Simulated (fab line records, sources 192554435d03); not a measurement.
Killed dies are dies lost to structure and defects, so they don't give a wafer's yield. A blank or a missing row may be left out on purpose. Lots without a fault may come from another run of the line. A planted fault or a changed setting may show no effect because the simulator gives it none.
Chamber matching | flow n5_finfet | N5_GATE_CUT_SAC_CAP_01 on ald_sin-03: 4 sister chambers
The step material SiNx, target thk 24 nm, pulse time 1 s, ald cycles 480. 14 wafers are shown with their chamber, then 7 later ones without.

WAFERS WITH THEIR CHAMBER
wafer  | chamber | heater_power_w (W) | precursor_pulse_height_rel
L077.1 | 0       | 843                | 0.988
L077.2 | 1       | 810                | 1.012
L077.4 | 3       | 868                | 0.981
L080.2 | 2       | 754                | 0.993
L080.3 | 3       | 871                | 1.030
L080.4 | 0       | 809                | 0.996
L081.3 | 2       | 760                | 0.996
L081.4 | 0       | 826                | 0.987
L081.6 | 2       | 750                | 1.017
L085.2 | 0       | 849                | 1.013
L085.4 | 3       | 874                | 0.983
L085.6 | 0       | 851                | 0.995
L086.1 | 3       | 884                | 1.025
L086.2 | 1       | 848                | 1.002

SIGNATURES (means of the wafers above)
reading                    | chamber 0 | chamber 1 | chamber 2 | chamber 3 | scatter within a chamber
heater_power_w             | 835.60    | 829.00    | 754.67    | 874.25    | 14.8
precursor_pulse_height_rel | 0.99580   | 1.00700   | 1.00200   | 1.00475   | 0.0171
Rule: a wafer's distance from a chamber is the root of the sum, over the readings, of the square of ((its reading less the chamber's mean) divided by the reading's scatter). The wafer belongs to the nearest chamber; if the next one is less than 2 further off, it can't be placed. The scatter: the root of (the sum of the squares of (reading less its chamber's mean) over the shown wafers, divided by (wafers less chambers)).

WAFERS WITHOUT THEIR CHAMBER
wafer  | heater_power_w (W) | precursor_pulse_height_rel
L086.3 | 762                | 0.973
L076.2 | 785                | 0.997
L076.3 | 872                | 1.026
L076.5 | 792                | 0.995
L096.1 | 780                | 1.005
L096.3 | 838                | 1.016
L096.4 | 873                | 0.965

WHICH CHAMBER EACH WENT THROUGH
wafer  | from the rows above          | in truth
L086.3 | 2                            | 2
L076.2 | can't be placed: 2 or 1 or 0 | 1
L076.3 | can't be placed: 3 or 0 or 1 | 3
L076.5 | can't be placed: 2 or 1 or 0 | 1
L096.1 | can't be placed: 2 or 1      | 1
L096.3 | can't be placed: 1 or 0 or 3 | 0
L096.4 | can't be placed: 3 or 0 or 1 | 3
Placed correctly: 1 of 7. Can't be placed from these rows: 6 (the true chamber is among the candidates in 6). Placed wrongly: 0.
